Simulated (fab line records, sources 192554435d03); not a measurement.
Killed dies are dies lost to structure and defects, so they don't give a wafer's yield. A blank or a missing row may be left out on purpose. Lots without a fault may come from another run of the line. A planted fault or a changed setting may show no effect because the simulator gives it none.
Chamber matching | flow n5_finfet | N5_DUMMY_GATE_TRIM_49 on rie_si-05: 4 sister chambers
The step chemistry O2, time 29 s, target cd 14 nm. 4 wafers are shown with their chamber, then 9 later ones without.

WAFERS WITH THEIR CHAMBER
wafer  | chamber | drypump_motor_current_A (A)
L082.6 | 3       | 5.8
L083.1 | 1       | 5.3
L083.2 | 2       | 5.7
L083.6 | 0       | 4.9

WAFERS WITHOUT THEIR CHAMBER
wafer  | drypump_motor_current_A (A)
L089.3 | 5.3
L089.5 | 4.9
L089.6 | 5.3
L091.2 | 5.8
L091.3 | 4.9
L091.6 | 4.9
L094.1 | 5.9
L094.2 | 5.8
L094.4 | 5.3

WHICH CHAMBER EACH WENT THROUGH
wafer  | from the rows above | in truth
L089.3 | 1                   | 1
L089.5 | 0                   | 0
L089.6 | 1                   | 1
L091.2 | 3                   | 3
L091.3 | 0                   | 0
L091.6 | 0                   | 0
L094.1 | 3                   | 3
L094.2 | 3                   | 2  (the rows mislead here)
L094.4 | 1                   | 1
Placed correctly: 8 of 9. Can't be placed from these rows: 0. Placed wrongly: 1.
How it was worked out, from the rows above alone: a wafer's distance from a chamber is the root of the sum, over the readings, of the square of ((its reading less the chamber's mean) divided by the reading's scatter). The wafer belongs to the nearest chamber; if the next one is less than 2 further off, it can't be placed. A chamber's mean is the mean of its shown wafers. The scatter: with one shown wafer a chamber, the root of the mean of the squares of how far each hidden wafer lies from its nearest shown one.
